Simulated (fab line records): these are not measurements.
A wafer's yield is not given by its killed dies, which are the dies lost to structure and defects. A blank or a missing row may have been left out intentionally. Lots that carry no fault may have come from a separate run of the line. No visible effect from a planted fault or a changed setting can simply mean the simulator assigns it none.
fab line records	flow n5Finfet
record lots=7	wafers=21
route steps=1938 shown BEOL_M6@1239 BEOL_M8@1335 BEOL_M10@1495
startH: hours from the record's first day to the start of the lot's first wafer shown	waitH: hours from the lot's prior step to this one	" unchanged from the row above	L1.1+2: several wafers, shown together as one row	- no value, or no start given	* or withheld: withheld	< > ~ a bound
route shown NAME@n: names a module that has steps shown in the file, with the first one's number in the route	usual: mean/standard deviation taken from wafers without a fault	same: alike in all rows	chamber/n: place in a boat	sites: each site's reading	_std_site: standard deviation across them	_edge_site: mean of outer sites minus mean of inner sites	radiusMm: how far each site lies from the wafer's centre	mask NAME#n: copy n	behind: the tool/chamber that last shaped the wafer	hold: why the lot went on hold/how many hours it stayed there/how the hold came to an end	device: the n, p or np transistor that did not switch	end of line: tests of these same wafers at the route's end	for a step that has no rows: nothing shown but its recipe	killed: dies that structure and defects cost at the first sort, which is not the same as the wafer's yield	map: per-die view of a wafer (x killed, . not killed, _ where there is no die)
set.NAME: the setting the step ran with; set.NAME@STEP: the setting that earlier step ran with	model.NAME: the simulator's own value behind a step, which no gauge read
lots with deliberately changed settings; one table per step, one row per wafer
## steps
# step N5_BEOL_M6_TRENCH_ETCH_37
# recipe chemistry=C4F6/O2	targetDepthA=944.35	target=SiCOH_lowk	timeS=31.5	ionEnergyEv=250	pressureMtorr=30	sourceW=345	biasW=185	Ar_flow_sccm=300	C4F6_flow_sccm=10	O2_flow_sccm=10
lot.wafer	tool	chamber	startH	waitH	set.timeS	model.etch.depthNm	model.BEOL_M6.featureDepthNm	model.TiN_of_BEOL_M6_HM_DEP_02.thkNm
L079.1	rieDiel-04	3	-	-	25.94	77.78	77.8	17.8
L079.2	"	2	"	"	25.94	77.55	77.6	17.8
L079.6	"	2	"	"	25.94	77.79	77.8	18
L081.3	rieDiel-06	2	-	-	31.5	93.35	93.4	17.4
L081.5	"	0	"	"	29.67	87.79	87.8	17.6
L081.6	"	1	"	"	31.5	93.28	93.2	17.4
L082.1	rieDiel-06	1	-	-	31.5	93.01	93	17.4
L082.2	"	2	"	"	28.59	84.93	85	17.6
L082.3	"	0	"	"	28.59	84.83	84.8	17.6
L086.3	rieDiel-04	1	-	-	31.5	92.56	92.6	17
L086.5	"	2	"	"	31.5	94.32	94.4	17
L086.6	"	3	"	"	31.5	94.87	94.8	17
L088.1	rieDiel-04	2	-	-	31.5	93.81	93.8	17.6
L088.2	"	3	"	"	31.5	93.88	93.8	17.4
L088.4	"	1	"	"	31.5	92.13	92.2	17.2
L093.3	rieDiel-04	3	-	-	31.5	94.73	94.8	17.6
L093.4	"	2	"	"	31.5	93.56	93.6	17.8
L093.5	"	3	"	"	38.51	114.5	114.4	17
L095.1	rieDiel-06	0	-	-	31.5	93.5	93.6	17.4
L095.2	"	3	"	"	31.5	92.8	92.8	17.4
L095.4	"	1	"	"	31.5	96.22	96.2	17.4
# step N5_BEOL_M6_ETCH_41
# recipe chemistry=CH3F/O2	target=SiCN	targetDepthA=297	taperDeg=2	timeS=52	ionEnergyEv=120	maskMaterial=TiN	pressureMtorr=30	sourceW=395	biasW=75	Ar_flow_sccm=150	CH3F_flow_sccm=30	O2_flow_sccm=20
# step N5_BEOL_M6_STRIP_80
# recipe chemistry=N2/H2	timeS=10	powerW=450	tempC=40	pressureMtorr=20	rfFrequencyHz=6e+07	biasPowerW=7	n2FlowSccm=200	h2FlowSccm=200
# step N5_BEOL_M6_OCD_MEAS_38
# usual trenchDepthNm=94.0/1.3
lot.wafer	tool	chamber	startH	waitH	set.timeS@BEOL_M6_TRENCH_ETCH_37	trenchDepthNm
L079.1	ocd-02	-	206.61	-	25.94	77.5
L079.2	"	-	"	"	25.94	77.6
L079.6	"	-	"	"	25.94	78.1
L081.3	ocd-02	-	226.46	-	31.5	93.6
L081.5	"	-	"	"	29.67	87.8
L081.6	"	-	"	"	31.5	92.3
L082.1	ocd-01	-	232.14	-	31.5	93.1
L082.2	"	-	"	"	28.59	85.0
L082.3	"	-	"	"	28.59	84.6
L086.3	ocd-02	-	254.50	-	31.5	92.3
L086.5	"	-	"	"	31.5	94.3
L086.6	"	-	"	"	31.5	95.1
L088.1	ocd-01	-	262.53	-	31.5	94.1
L088.2	"	-	"	"	31.5	93.7
L088.4	"	-	"	"	31.5	92.4
L093.3	ocd-01	-	299.53	-	31.5	94.5
L093.4	"	-	"	"	31.5	93.1
L093.5	"	-	"	"	38.51	114.1
L095.1	ocd-02	-	322.72	-	31.5	93.7
L095.2	"	-	"	"	31.5	92.5
L095.4	"	-	"	"	31.5	96.0
# step N5_BEOL_M6_ALD_77
# recipe material=TaN	targetThkA=20	tempC=275	aldPrecursorFamily=PDMAT	aldCoReactant=NH3	pressureTorr=3	carrierFlowSccm=1500	pulseTimeS=2	purgeTimeS=3	coReactantPurgeTimeS=2	coReactantPulseTimeS=3	aldCycles=40	precursorVesselTempC=75	precursorVesselPressureTorr=26.25	precursorVesselCarrierSccm=1000
lot.wafer	tool	chamber	startH	waitH	set.aldCycles
L079.1+2+6	aldMetal-04	1,3,0	207.71	0.0	40
L081.3+6	aldMetal-04	0	227.39	0.0	43
L081.5	"	1	"	"	40
L082.1+2	aldMetal-03	1,0	232.75	0.0	40
L082.3	"	3	"	"	34
L086.3+5+6	aldMetal-01	1,1,2	255.41	0.3	40
L088.1+2+4	aldMetal-03	0,2,3	265.17	0.1	40
L093.3+5	aldMetal-03	0,2	300.31	0.2	38
L093.4	"	3	"	"	40
L095.1+2	aldMetal-01	0,2	323.99	0.0	40
L095.4	"	1	"	"	45
# step N5_BEOL_M6_SURFACE_TREAT_79
# recipe gas=Ar	timeS=*	ionEnergyEv=*	ionCurrentMaCm2=0.5	pressureMtorr=*	arFlowSccm=30
# step N5_BEOL_M6_CVD_78
# recipe material=Co	targetThkA=20	tempC=withheld	precursor=CCTBA/H2	pressureTorr=30	timeS=142.3
# step N5_BEOL_M6_ECD_50
# recipe material=Cu	targetThkA=3000
# step N5_BEOL_M6_ANNEAL_51
# recipe tempC=225	timeS=90	ambient=N2
# step N5_BEOL_M6_CMP_52
# recipe stopOn=SiCOH_lowk	tOverpolishS=6.9	downForcePsi=1	platenRpm=50	clearingPlatenDownForcePsi=1.5	clearingPlatenRpm=50	postCmpClean=cuAlkaline	targetThkNm=80	clearingPlatenPadVelocityMS=0.99484	padVelocityMS=0.99484
lot.wafer	tool	chamber	startH	waitH	set.timeS@BEOL_M6_TRENCH_ETCH_37	model.Cu_of_BEOL_M6_ECD_50.thkNm
L079.1	cmp-04	1	208.89	0.3	25.94	62.2
L079.2	"	0	"	"	25.94	63
L079.6	"	2	"	"	25.94	62.6
L081.3	cmp-03	3	229.88	0.2	31.5	80
L081.6	"	1	"	"	31.5	78.6
L081.5	"	2	"	"	29.67	75.4
L082.1	cmp-02	0	233.89	0.3	31.5	79
L082.2	"	2	"	"	28.59	71.2
L082.3	"	3	"	"	28.59	70.2
L086.3	cmp-04	0	256.98	0.3	31.5	79.6
L086.6	"	1	"	"	31.5	80.8
L086.5	"	2	"	"	31.5	80.2
L088.4	cmp-02	3	267.22	0.1	31.5	77.8
L088.1	"	1	"	"	31.5	80
L088.2	"	2	"	"	31.5	80.6
L093.3	cmp-02	0	303.49	0.2	31.5	80.6
L093.4	"	2	"	"	31.5	79
L093.5	"	3	"	"	38.51	100.6
L095.4	cmp-03	0	325.04	0.1	31.5	81.8
L095.1	"	2	"	"	31.5	80
L095.2	"	3	"	"	31.5	79.6
# step N5_BEOL_M6_THK_MEAS_53
# recipe thkMeasGauge=xrf	reads=Cu_of_BEOL_M6_ECD_50
# usual M6_THK=81.5/1.8
lot.wafer	tool	chamber	startH	waitH	set.timeS@BEOL_M6_TRENCH_ETCH_37	M6_THK[nm]
L079.1	filmMetro-01	-	209.18	-	25.94	63.4
L079.2	"	-	"	"	25.94	64.3
L079.6	"	-	"	"	25.94	64.0
L081.3	filmMetro-02	-	230.10	-	31.5	81.2
L081.5	"	-	"	"	29.67	77.0
L081.6	"	-	"	"	31.5	80.4
L082.1	filmMetro-01	-	234.18	-	31.5	80.6
L082.2	"	-	"	"	28.59	72.8
L082.3	"	-	"	"	28.59	72.1
L086.3	filmMetro-02	-	257.16	-	31.5	81.4
L086.5	"	-	"	"	31.5	82.0
L086.6	"	-	"	"	31.5	82.6
L088.1	filmMetro-02	-	267.52	-	31.5	81.1
L088.2	"	-	"	"	31.5	81.9
L088.4	"	-	"	"	31.5	79.4
L093.3	filmMetro-02	-	303.75	-	31.5	81.9
L093.4	"	-	"	"	31.5	80.2
L093.5	"	-	"	"	38.51	102.3
L095.1	filmMetro-01	-	325.33	-	31.5	81.7
L095.2	"	-	"	"	31.5	80.8
L095.4	"	-	"	"	31.5	83.5
# step N5_BEOL_M6_PRE_CLEAN_55
# recipe gas=NH3	timeS=15	tempC=withheld	rfPowerW=300
# step N5_BEOL_M6_DEP_56
# recipe material=SiCN	targetThkA=100	tempC=withheld	precursor=3MS/NH3	pressureTorr=3	rfW=202	timeS=17.5
# step N5_BEOL_M6_RS_MEAS_57
# recipe thkMeasGauge=four-point-probe	reads=Cu_of_BEOL_M6_ECD_50+Co_of_BEOL_M6_CVD_78+TaN_of_BEOL_M6_ALD_77
# usual M6_RS=0.287/0.0071
lot.wafer	tool	chamber	startH	waitH	set.timeS@BEOL_M6_TRENCH_ETCH_37	M6_RS[ohm/sq]
L079.1	filmMetro-01	-	209.34	0.1	25.94	0.387
L079.2	"	-	"	"	25.94	0.382
L079.6	"	-	"	"	25.94	0.383
L081.3	filmMetro-01	-	230.26	0.1	31.5	0.287
L081.5	"	-	"	"	29.67	0.307
L081.6	"	-	"	"	31.5	0.293
L082.1	filmMetro-02	-	234.31	0.1	31.5	0.290
L082.2	"	-	"	"	28.59	0.328
L082.3	"	-	"	"	28.59	0.334
L086.3	filmMetro-01	-	257.29	0.1	31.5	0.288
L086.5	"	-	"	"	31.5	0.286
L086.6	"	-	"	"	31.5	0.283
L088.1	filmMetro-02	-	267.65	0.1	31.5	0.286
L088.2	"	-	"	"	31.5	0.283
L088.4	"	-	"	"	31.5	0.295
L093.3	filmMetro-01	-	303.88	0.1	31.5	0.283
L093.4	"	-	"	"	31.5	0.291
L093.5	"	-	"	"	38.51	0.219
L095.1	filmMetro-02	-	325.46	0.1	31.5	0.286
L095.2	"	-	"	"	31.5	0.287
L095.4	"	-	"	"	31.5	0.278
# step N5_BEOL_M8_PECVD_70
# recipe material=SiO2	targetThkA=200	tempC=400	precursor=TEOS/O2	pressureTorr=5.5	rfW=450	teosFlowSccm=53.8	gas=O2	flowSccm=3000	timeS=22.7
lot.wafer	tool	chamber	startH	waitH	set.tempC	model.SiO2_of_BEOL_M8_PECVD_70.thkNm
L079.1+6	pecvd-02	0	220.60	0.0	400	20.2
L079.2	"	1	"	"	407.3	19
L081.3	pecvd-04	1	238.71	0.0	416.1	17.4
L081.5+6	"	1,0	"	"	400	19.8
L082.1+3	pecvd-03	2,0	243.31	0.0	393.2	20.6
L082.2	"	1	"	"	400	19.8
L086.3+5	pecvd-02	2,1	268.14	0.1	400	20.2
L086.6	"	2	"	"	400	20
L088.1	pecvd-02	1	276.47	0.0	400	20.2
L088.2	"	2	"	"	400	20
L088.4	"	1	"	"	400	20.6
L093.3	pecvd-03	0	312.92	0.0	410.6	18.2
L093.4	"	2	"	"	400	20.2
L093.5	"	0	"	"	410.6	18.8
L095.1	pecvd-02	1	335.62	0.0	400	20
L095.2	"	0	"	"	400	20.2
L095.4	"	0	"	"	400	20.6
# step N5_BEOL_M8_DESCUM_33
# recipe chemistry=O2	timeS=7	sourcePowerW=50	biasPowerW=20	pressureMtorr=20	rfFrequencyHz=2.712e+07	tempC=40	resist=CAR-EUV	o2FlowSccm=225
lot.wafer	tool	chamber	startH	waitH	set.timeS	model.CAR-EUV_of_BEOL_M8_COAT_22.thkNm
L079.1	rieDiel-01	2	225.63	0.5	7	26.2
L079.2	"	3	"	"	5.785	26.6
L079.6	"	1	"	"	7	26
L081.3+5	rieDiel-01	0,3	243.38	0.3	7	25.8
L081.6	"	2	"	"	5.868	26.4
L082.1+2	rieDiel-06	0,3	247.31	0.1	7	26.2
L082.3	"	2	"	"	7	26
L086.3+5+6	rieDiel-01	0,3,0	272.11	0.0	7	26.2
L088.1	rieDiel-01	3	279.53	0.1	8.368	25.4
L088.2+4	"	0,2	"	"	7	26
L093.3+4+5	rieDiel-04	1,0,3	315.84	0.0	7	26
L095.1+2+4	rieDiel-01	1,2,3	341.10	0.1	7	26
# step N5_BEOL_M8_ETCH_72
# recipe chemistry=N2/H2	target=underlayer	targetDepthA=65	maskMaterial=CAR-EUV	timeS=5.2	ionEnergyEv=200	pressureMtorr=30	sourceW=840	biasW=150	n2FlowSccm=200	h2FlowSccm=200	ends=cleared
lot.wafer	tool	chamber	startH	waitH	set.timeS@BEOL_M8_DESCUM_33	model.CAR-EUV_of_BEOL_M8_COAT_22.thkNm
L079.1+6	rieDiel-01	2,1	225.67	0.0	7	20.4
L079.2	"	3	"	"	5.785	21
L081.3+5	rieDiel-01	0,3	243.42	0.0	7	20.2
L081.6	"	2	"	"	5.868	20.8
L082.1+2+3	rieDiel-06	0,3,2	247.34	0.0	7	20.4
L086.3+5+6	rieDiel-01	0,3,0	272.14	0.0	7	20.4
L088.1	rieDiel-01	3	279.57	0.0	8.368	19.6
L088.2+4	"	0,2	"	"	7	20.2
L093.3+4+5	rieDiel-04	1,0,3	315.88	0.0	7	20.2
L095.1+4	rieDiel-01	1,3	341.14	0.0	7	20.2
L095.2	"	2	"	"	7	20.4
# step N5_BEOL_M8_ETCH_65
# recipe chemistry=CF4	target=SiARC	targetDepthA=156	maskMaterial=CAR-EUV	timeS=26	ionEnergyEv=80	pressureMtorr=40	sourceW=545	biasW=36	Ar_flow_sccm=100	cf4FlowSccm=100	ends=cleared
lot.wafer	tool	chamber	startH	waitH	set.timeS@BEOL_M8_DESCUM_33	model.CAR-EUV_of_BEOL_M8_COAT_22.thkNm
L079.1	rieDiel-01	2	225.68	0.0	7	11.2
L079.2	"	3	"	"	5.785	11.8
L079.6	"	1	"	"	7	11
L081.3+5	rieDiel-01	0,3	243.44	0.0	7	11
L081.6	"	2	"	"	5.868	11.6
L082.1+2+3	rieDiel-06	0,3,2	247.36	0.0	7	11.2
L086.3+5+6	rieDiel-01	0,3,0	272.16	0.0	7	11.2
L088.1	rieDiel-01	3	279.59	0.0	8.368	10.4
L088.2+4	"	0,2	"	"	7	11
L093.3+4+5	rieDiel-04	1,0,3	315.90	0.0	7	11
L095.1+4	rieDiel-01	1,3	341.15	0.0	7	11
L095.2	"	2	"	"	7	11.2
# step N5_BEOL_M8_TRENCH_ETCH_37
# recipe chemistry=C4F6/O2	targetDepthA=934.78	target=SiCOH_lowk	timeS=31.2	ionEnergyEv=250	pressureMtorr=30	sourceW=345	biasW=185	Ar_flow_sccm=300	C4F6_flow_sccm=10	O2_flow_sccm=10
lot.wafer	tool	chamber	startH	waitH	set.timeS	model.BEOL_M8.featureDepthNm	model.etch.depthNm
L079.1	rieDiel-01	2	-	-	34.53	102.4	102.3
L079.2	"	3	"	"	31.2	93	93.04
L079.6	"	1	"	"	34.53	103.4	103.4
L081.3	rieDiel-01	0	-	-	31.2	95.6	95.67
L081.5	"	3	"	"	26.1	77.8	77.86
L081.6	"	2	"	"	26.1	77.8	77.7
L082.1	rieDiel-06	0	-	-	31.2	92.8	92.82
L082.2	"	3	"	"	28.38	83.8	83.83
L082.3	"	2	"	"	28.38	85	84.91
L086.3	rieDiel-01	0	-	-	31.2	94.8	94.86
L086.5	"	3	"	"	31.2	92.6	92.56
L086.6	"	0	"	"	31.2	95	94.94
L088.1	rieDiel-01	3	-	-	31.2	92.8	92.87
L088.2	"	0	"	"	31.2	95	95
L088.4	"	2	"	"	31.2	93.2	93.24
L093.3	rieDiel-04	1	-	-	31.2	93.8	93.71
L093.4	"	0	"	"	37.85	114.6	114.5
L093.5	"	3	"	"	37.85	113.8	113.7
L095.1	rieDiel-01	1	-	-	33.81	101	101.1
L095.2	"	2	"	"	31.2	91.8	91.8
L095.4	"	3	"	"	31.2	92.8	92.75
# step N5_BEOL_M8_ETCH_41
# recipe chemistry=CH3F/O2	target=SiCN	targetDepthA=319	taperDeg=2	timeS=57.8	ionEnergyEv=120	maskMaterial=TiN	pressureMtorr=30	sourceW=395	biasW=75	Ar_flow_sccm=150	CH3F_flow_sccm=30	O2_flow_sccm=20
# step N5_BEOL_M8_STRIP_80
# recipe chemistry=N2/H2	timeS=10	powerW=450	tempC=40	pressureMtorr=20	rfFrequencyHz=6e+07	biasPowerW=7	n2FlowSccm=200	h2FlowSccm=200
# step N5_BEOL_M8_OCD_MEAS_38
# usual trenchDepthNm=93.5/1.2
lot.wafer	tool	chamber	startH	waitH	set.timeS@BEOL_M8_TRENCH_ETCH_37	trenchDepthNm
L079.1	ocd-02	-	226.06	-	34.53	102.3
L079.2	"	-	"	"	31.2	92.8
L079.6	"	-	"	"	34.53	103.1
L081.3	ocd-02	-	243.82	-	31.2	95.4
L081.5	"	-	"	"	26.1	78.0
L081.6	"	-	"	"	26.1	77.6
L082.1	ocd-01	-	247.74	-	31.2	93.1
L082.2	"	-	"	"	28.38	83.8
L082.3	"	-	"	"	28.38	85.2
L086.3	ocd-02	-	272.54	-	31.2	95.0
L086.5	"	-	"	"	31.2	92.9
L086.6	"	-	"	"	31.2	95.0
L088.1	ocd-01	-	279.96	-	31.2	93.3
L088.2	"	-	"	"	31.2	94.6
L088.4	"	-	"	"	31.2	93.2
L093.3	ocd-01	-	316.29	-	31.2	94.0
L093.4	"	-	"	"	37.85	114.7
L093.5	"	-	"	"	37.85	114.1
L095.1	ocd-02	-	341.53	-	33.81	100.9
L095.2	"	-	"	"	31.2	91.5
L095.4	"	-	"	"	31.2	92.8
# step N5_BEOL_M8_HM_STRIP_39
# recipe chemistry=peroxideTinStrip	material=TiN	targetDepthA=250	tempC=50	timeS=158
# step N5_BEOL_M8_SRD_40
# recipe timeS=30	tempC=23	rinseLiquid=diw	dry=ipaMarangoni
# step N5_BEOL_M8_ECD_50
# recipe material=Cu	targetThkA=3000
# step N5_BEOL_M8_ANNEAL_51
# recipe tempC=225	timeS=90	ambient=N2
# step N5_BEOL_M8_CMP_52
# recipe stopOn=SiCOH_lowk	tOverpolishS=6.9	downForcePsi=1	platenRpm=50	clearingPlatenDownForcePsi=1.5	clearingPlatenRpm=50	postCmpClean=cuAlkaline	targetThkNm=80	clearingPlatenPadVelocityMS=0.99484	padVelocityMS=0.99484
lot.wafer	tool	chamber	startH	waitH	set.timeS@BEOL_M8_TRENCH_ETCH_37	model.Cu_of_BEOL_M8_ECD_50.thkNm
L079.1	cmp-02	0	228.69	0.3	34.53	88.2
L079.2	"	3	"	"	31.2	79.2
L079.6	"	1	"	"	34.53	90.4
L081.3	cmp-04	1	247.78	0.2	31.2	81.8
L081.5	"	1	"	"	26.1	64.8
L081.6	"	2	"	"	26.1	64.4
L082.3	cmp-01	2	249.83	0.2	28.38	71.4
L082.2	"	0	"	"	28.38	70.8
L082.1	"	1	"	"	31.2	79.2
L086.3+6	cmp-04	2,3	274.65	0.3	31.2	80.6
L086.5	"	0	"	"	31.2	80
L088.4	cmp-04	3	282.01	0.1	31.2	79.4
L088.1	"	0	"	"	31.2	79.2
L088.2	"	1	"	"	31.2	80
L093.4	cmp-02	3	321.74	0.4	37.85	100
L093.3	"	0	"	"	31.2	79.4
L093.5	"	3	"	"	37.85	100.2
L095.2	cmp-01	3	344.48	0.3	31.2	79
L095.4	"	0	"	"	31.2	79.4
L095.1	"	1	"	"	33.81	88.4
# step N5_BEOL_M8_THK_MEAS_53
# recipe thkMeasGauge=xrf	reads=Cu_of_BEOL_M8_ECD_50
# usual M8_THK=81.3/1.5
lot.wafer	tool	chamber	startH	waitH	set.timeS@BEOL_M8_TRENCH_ETCH_37	M8_THK[nm]
L079.1	filmMetro-01	-	228.99	-	34.53	88.9
L079.2	"	-	"	"	31.2	80.3
L079.6	"	-	"	"	34.53	91.3
L081.3	filmMetro-01	-	248.07	-	31.2	83.4
L081.5	"	-	"	"	26.1	66.5
L081.6	"	-	"	"	26.1	65.9
L082.1	filmMetro-01	-	250.13	-	31.2	80.8
L082.2	"	-	"	"	28.38	72.1
L082.3	"	-	"	"	28.38	73.0
L086.3	filmMetro-01	-	274.83	-	31.2	81.5
L086.5	"	-	"	"	31.2	81.2
L086.6	"	-	"	"	31.2	81.8
L088.1	filmMetro-02	-	282.31	-	31.2	80.6
L088.2	"	-	"	"	31.2	81.2
L088.4	"	-	"	"	31.2	81.1
L093.3	filmMetro-01	-	321.99	-	31.2	80.4
L093.4	"	-	"	"	37.85	101.4
L093.5	"	-	"	"	37.85	101.8
L095.1	filmMetro-02	-	344.73	-	33.81	91.1
L095.2	"	-	"	"	31.2	81.1
L095.4	"	-	"	"	31.2	81.9
# step N5_BEOL_M8_PRE_CLEAN_55
# recipe gas=NH3	timeS=15	tempC=withheld	rfPowerW=300
# step N5_BEOL_M8_DEP_56
# recipe material=SiCN	targetThkA=100	tempC=withheld	precursor=3MS/NH3	pressureTorr=3	rfW=202	timeS=17.5
# step N5_BEOL_M8_RS_MEAS_57
# recipe thkMeasGauge=four-point-probe	reads=Cu_of_BEOL_M8_ECD_50+Co_of_BEOL_M8_CVD_78+TaN_of_BEOL_M8_ALD_77
# usual M8_RS=0.287/0.0064
lot.wafer	tool	chamber	startH	waitH	set.timeS@BEOL_M8_TRENCH_ETCH_37	M8_RS[ohm/sq]
L079.1	filmMetro-02	-	229.12	0.1	34.53	0.255
L079.2	"	-	"	"	31.2	0.289
L079.6	"	-	"	"	34.53	0.248
L081.3	filmMetro-01	-	248.20	0.1	31.2	0.280
L081.5	"	-	"	"	26.1	0.368
L081.6	"	-	"	"	26.1	0.370
L082.1	filmMetro-02	-	250.26	0.1	31.2	0.289
L082.2	"	-	"	"	28.38	0.331
L082.3	"	-	"	"	28.38	0.326
L086.3	filmMetro-02	-	275.00	0.1	31.2	0.283
L086.5	"	-	"	"	31.2	0.286
L086.6	"	-	"	"	31.2	0.283
L088.1	filmMetro-01	-	282.44	0.1	31.2	0.291
L088.2	"	-	"	"	31.2	0.286
L088.4	"	-	"	"	31.2	0.289
L093.3	filmMetro-01	-	322.13	0.1	31.2	0.289
L093.4	"	-	"	"	37.85	0.221
L093.5	"	-	"	"	37.85	0.220
L095.1	filmMetro-02	-	344.87	0.1	33.81	0.255
L095.2	"	-	"	"	31.2	0.290
L095.4	"	-	"	"	31.2	0.288
# step N5_BEOL_M10_COAT_64
# recipe resist=SiARC	tempC=220	timeS=60	spinRpm=1500	resistThkNm=30
lot.wafer	tool	chamber	startH	waitH	set.spinRpm	model.SiARC_of_BEOL_M10_COAT_64.thkNm
L079.1	lithoTrack-05	0	-	-	1371	31.6
L079.2+6	"	0	"	"	1500	30.2
L081.3+6	lithoTrack-03	0	-	-	1500	30
L081.5	"	0	"	"	1436	30.6
L082.1+3	lithoTrack-05	0	-	-	1500	30
L082.2	"	0	"	"	1500	30.2
L086.3+5+6	lithoTrack-05	0	-	-	1500	30
L088.1+2	lithoTrack-05	0	-	-	1364	31.4
L088.4	"	0	"	"	1500	30
L093.3	lithoTrack-05	0	-	-	1500	30
L093.4	"	0	"	"	1663	28.6
L093.5	"	0	"	"	1500	30.2
L095.1+4	lithoTrack-03	0	-	-	1500	30
L095.2	"	0	"	"	1644	28.6
## key
split step=N5_BEOL_M6_TRENCH_ETCH_37	setting=timeS	stated=31.5	by=wafer
response step=N5_BEOL_M6_TRENCH_ETCH_37	reading=model.etch.depthNm	change=+0.912	per=1%	r=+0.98
response step=N5_BEOL_M6_TRENCH_ETCH_37	reading=model.BEOL_M6.featureDepthNm	change=+0.906	per=1%	r=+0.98
response step=N5_BEOL_M6_TRENCH_ETCH_37	reading=model.TiN_of_BEOL_M6_HM_DEP_02.thkNm	change=-0.0303	per=1%	r=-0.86
response step=N5_BEOL_M6_OCD_MEAS_38	reading=trenchDepthNm	change=+0.908	per=1%	r=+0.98
response step=N5_BEOL_M6_CMP_52	reading=model.Cu_of_BEOL_M6_ECD_50.thkNm	change=+0.915	per=1%	r=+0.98
response step=N5_BEOL_M6_THK_MEAS_53	reading=M6_THK	change=+0.929	per=1%	r=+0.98
response step=N5_BEOL_M6_RS_MEAS_57	reading=M6_RS	change=-0.00324	per=1%	r=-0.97
split step=N5_BEOL_M6_ALD_77	setting=aldCycles	stated=40	by=wafer
response none clear
split step=N5_BEOL_M8_PECVD_70	setting=tempC	stated=400	by=wafer
response step=N5_BEOL_M8_PECVD_70	reading=model.SiO2_of_BEOL_M8_PECVD_70.thkNm	change=-0.602	per=1%	r=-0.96
split step=N5_BEOL_M8_DESCUM_33	setting=timeS	stated=7	by=wafer
response step=N5_BEOL_M8_DESCUM_33	reading=model.CAR-EUV_of_BEOL_M8_COAT_22.thkNm	change=-0.0319	per=1%	r=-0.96
response step=N5_BEOL_M8_ETCH_72	reading=model.CAR-EUV_of_BEOL_M8_COAT_22.thkNm	change=-0.0337	per=1%	r=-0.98
response step=N5_BEOL_M8_ETCH_65	reading=model.CAR-EUV_of_BEOL_M8_COAT_22.thkNm	change=-0.0355	per=1%	r=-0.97
split step=N5_BEOL_M8_TRENCH_ETCH_37	setting=timeS	stated=31.2	by=wafer
response step=N5_BEOL_M8_TRENCH_ETCH_37	reading=model.BEOL_M8.featureDepthNm	change=+0.993	per=1%	r=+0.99
response step=N5_BEOL_M8_TRENCH_ETCH_37	reading=model.etch.depthNm	change=+0.995	per=1%	r=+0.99
response step=N5_BEOL_M8_OCD_MEAS_38	reading=trenchDepthNm	change=+0.993	per=1%	r=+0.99
response step=N5_BEOL_M8_CMP_52	reading=model.Cu_of_BEOL_M8_ECD_50.thkNm	change=+0.993	per=1%	r=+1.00
response step=N5_BEOL_M8_THK_MEAS_53	reading=M8_THK	change=+1.01	per=1%	r=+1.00
response step=N5_BEOL_M8_RS_MEAS_57	reading=M8_RS	change=-0.00402	per=1%	r=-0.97
split step=N5_BEOL_M10_COAT_64	setting=spinRpm	stated=1500	by=wafer
response step=N5_BEOL_M10_COAT_64	reading=model.SiARC_of_BEOL_M10_COAT_64.thkNm	change=-0.148	per=1%	r=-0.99
